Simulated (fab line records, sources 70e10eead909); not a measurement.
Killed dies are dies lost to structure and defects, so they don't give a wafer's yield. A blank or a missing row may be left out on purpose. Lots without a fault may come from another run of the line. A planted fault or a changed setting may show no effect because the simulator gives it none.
Which tool did it? | flow nand_harc | 11 lots, 33 wafers sampled, at 5 steps of a route of 1302

WHAT THE GAUGES READ, wafer by wafer
NHARC_END_SORT_01.
lot  | measured     | on        | killed_at_array
L462 | day 24 18:49 | prober-02 | 72 76 86
L461 | day 25 03:56 | prober-01 | 28 20 20
L463 | day 25 14:16 | prober-01 | 69 79 69
L465 | day 26 10:22 | prober-01 | 43 46 43
L466 | day 26 23:58 | prober-02 | 79 83 85
L467 | day 26 23:56 | prober-01 | 42 53 41
L468 | day 27 11:46 | prober-02 | 84 81 73
L471 | day 29 17:01 | prober-01 | 50 30 44
L472 | day 29 16:59 | prober-02 | 70 67 77
L480 | day 32 03:08 | prober-01 | 52 265 57
L482 | day 32 21:05 | prober-02 | 66 62 61

WHICH TOOL RAN EACH LOT (tool, then ch and the chambers of the sampled wafers, then the start)
lot  | NHARC_A_STAIRCASE_TRIM_187         | NHARC_A_STAIRCASE_TRIM_222                    | NHARC_A_STAIRCASE_ETCH_232         | NHARC_A_STAIRCASE_HM_DEP_456
L462 | rie_diel-04 ch 0,1,2, day 15 22:20 | rie_diel-03 ch 0,3, day 16 05:04 or earlier   | rie_diel-11 ch 0,3, day 16 05:04   | acl_dep-03 ch 0, day 16 08:47
L461 | rie_diel-03 ch 0,3, day 15 23:13   | rie_diel-03 ch 0,1,2, day 16 05:41 or earlier | rie_diel-11 ch 0,1, day 16 05:41   | acl_dep-01 ch 0, day 16 09:51
L463 | rie_diel-11 ch 0,2,3, day 16 20:14 | rie_diel-04 ch 0,1, day 17 01:17 or earlier   | rie_diel-03 ch 0,1, day 17 01:17   | acl_dep-01 ch 0, day 17 10:22
L465 | rie_diel-04 ch 1,2,3, day 17 17:05 | rie_diel-03 ch 0,3, day 17 23:25 or earlier   | rie_diel-03 ch 0,1, day 17 23:25   | acl_dep-03 ch 0, day 18 03:31
L466 | rie_diel-04 ch 2,3, day 18 11:07   | rie_diel-04 ch 1,2,3, day 18 17:17 or earlier | rie_diel-04 ch 0,1,2, day 18 17:17 | acl_dep-02 ch 0, day 18 20:39
L467 | rie_diel-11 ch 0,1,3, day 18 11:42 | rie_diel-03 ch 1,2,3, day 18 17:38 or earlier | rie_diel-11 ch 1,2, day 18 17:38   | acl_dep-03 ch 0, day 18 20:49
L468 | rie_diel-11 ch 0,1,3, day 18 19:56 | rie_diel-03 ch 0,1,2, day 19 02:05 or earlier | rie_diel-04 ch 0,1,2, day 19 02:05 | acl_dep-01 ch 0, day 19 08:03
L471 | rie_diel-11 ch 0,1,2, day 20 07:39 | rie_diel-11 ch 0,1,2, day 20 13:29 or earlier | rie_diel-11 ch 2,3, day 20 13:29   | acl_dep-02 ch 0, day 20 17:14
L472 | rie_diel-11 ch 1,2, day 20 18:43   | rie_diel-03 ch 1,2,3, day 20 23:59 or earlier | rie_diel-03 ch 1,2,3, day 20 23:59 | acl_dep-01 ch 0, day 21 07:22
L480 | rie_diel-03 ch 0,1, day 23 18:34   | rie_diel-11 ch 0,2,3, day 23 23:56 or earlier | rie_diel-11 ch 1,2, day 23 23:56   | acl_dep-03 ch 0, day 24 05:46
L482 | rie_diel-11 ch 0,1,3, day 24 14:20 | rie_diel-03 ch 0,1,3, day 24 19:28 or earlier | rie_diel-03 ch 1,2,3, day 24 19:28 | acl_dep-03 ch 0, day 24 22:37
- NHARC_A_STAIRCASE_TRIM_187: chemistry O2, time 211.2 s.
- NHARC_A_STAIRCASE_TRIM_222: chemistry O2, time 211.2 s.
- NHARC_A_STAIRCASE_ETCH_232: etches the open film in C4F8/O2, target depth 100 nm, time 40.5 s.
- NHARC_A_STAIRCASE_HM_DEP_456: deposits aC, target thk 3100 nm.

THE ANSWER, worked out from the rows above alone
Rule: what is usual is taken from the lots themselves. Put in order of their means at a reading, lots are off if they are a third of the lots or fewer, leave a main group of 4 or more, and stand apart from it by a gap of 3 or more times the standard deviation of the main group's means; of several such gaps the widest counts. A main group whose means are all the same, to the digits that the tables above print for the reading, isn't used. A lot without any number at a reading at which 4 lots or more have one is off too. The other lots that the step has rows for count as sound.
No lot is off at any reading shown: from this, nothing can be told.

WHAT THE SIMULATOR HAD PUT IN
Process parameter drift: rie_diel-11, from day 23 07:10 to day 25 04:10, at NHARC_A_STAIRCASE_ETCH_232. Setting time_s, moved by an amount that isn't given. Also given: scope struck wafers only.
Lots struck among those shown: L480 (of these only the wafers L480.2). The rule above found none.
